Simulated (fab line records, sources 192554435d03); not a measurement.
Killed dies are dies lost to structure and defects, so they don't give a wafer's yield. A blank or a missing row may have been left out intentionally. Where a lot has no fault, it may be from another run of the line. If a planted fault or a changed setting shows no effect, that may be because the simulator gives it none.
Split-lot trial	flow n5Finfet	7 lots, 21 wafers read, on a route of 1938 steps

ABOUT THE SPLIT
At N5_BEOL_M13_COAT_65 (time 60 s, resist thk 350 nm), the setting spinRpm was moved away from the recipe's 1500 rpm on 8 of the 21 wafers read, by -11.1% to +9.0%. For the rest of the wafers, this setting stayed at what the recipe calls for.

Reading taken at the split's own step.

THE READING
SOC_of_BEOL_M13_COAT_65.thkNm (the simulator's own value, which no gauge read), in nm, at N5_BEOL_M13_COAT_65 (time 60 s, resist thk 350 nm). The file does not state a usual value for it. Across the 13 wafers here that went through the recipe, the average is 350.7 nm and the standard deviation 0.78 nm.

wafer	tool, chamber at the split	spinRpm as run, rpm	against the recipe	SOC_of_BEOL_M13_COAT_65.thkNm, nm	against lot-mates on the recipe
L074.2	lithoTrack-02, 0	1635	+9.0%	336.2	-14.0
L074.3	lithoTrack-02, 0	1500	recipe	350.2	-
L074.6	lithoTrack-02, 0	1635	+9.0%	335.4	-14.8
L075.2	lithoTrack-02, 0	1500	recipe	351.4	-
L075.3	lithoTrack-02, 0	1500	recipe	351.8	-
L075.6	lithoTrack-02, 0	1500	recipe	350.8	-
L084.1	lithoTrack-04, 0	1500	recipe	351.4	-
L084.5	lithoTrack-04, 0	1500	recipe	351	-
L084.6	lithoTrack-04, 0	1500	recipe	349.8	-
L087.3	lithoTrack-02, 0	1500	recipe	349.4	-
L087.4	lithoTrack-02, 0	1621	+8.1%	335.4	-14.2
L087.6	lithoTrack-02, 0	1500	recipe	349.8	-
L085.2	lithoTrack-05, 0	1366	-8.9%	366.4	+16.6
L085.4	lithoTrack-05, 0	1366	-8.9%	367.8	+18.0
L085.6	lithoTrack-05, 0	1500	recipe	349.8	-
L090.2	lithoTrack-02, 0	1606	+7.1%	338.6	-12.1
L090.3	lithoTrack-02, 0	1500	recipe	350.8	-
L090.5	lithoTrack-02, 0	1500	recipe	350.6	-
L088.1	lithoTrack-02, 0	1500	recipe	351.8	-
L088.3	lithoTrack-02, 0	1334	-11.1%	372.8	+21.0
L088.4	lithoTrack-02, 0	1334	-11.1%	372.8	+21.0

THE FIT
A straight line over all 21 wafers: SOC_of_BEOL_M13_COAT_65.thkNm changes by -1.84 nm for each +1% of spinRpm; r = -1.00; the points scatter about the line by 1 nm.
The same after taking each lot's own level away (the mean of its wafers on the recipe; 21 wafers): -1.8 nm for each +1%; r = -1.00; scatter 0.78 nm.
Per that fit: largest spinRpm move, reading shift of 20 nm.
Measured against the standard deviation above, the lots' own levels, which go from 349.60 to 351.80 nm, span 2.8 times it.
The two slopes are in agreement: the lot-to-lot level therefore moves the slope only a little.
Check: with one of the wafers moved furthest among these (-11.1%) left out of the fit, the line predicts +20.2 nm for it against its lot-mates. It came out at +21 nm against them.

THE FILE'S OWN FIT
SOC_of_BEOL_M13_COAT_65.thkNm changes by -1.8 nm for each +1% of spinRpm, r = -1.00.
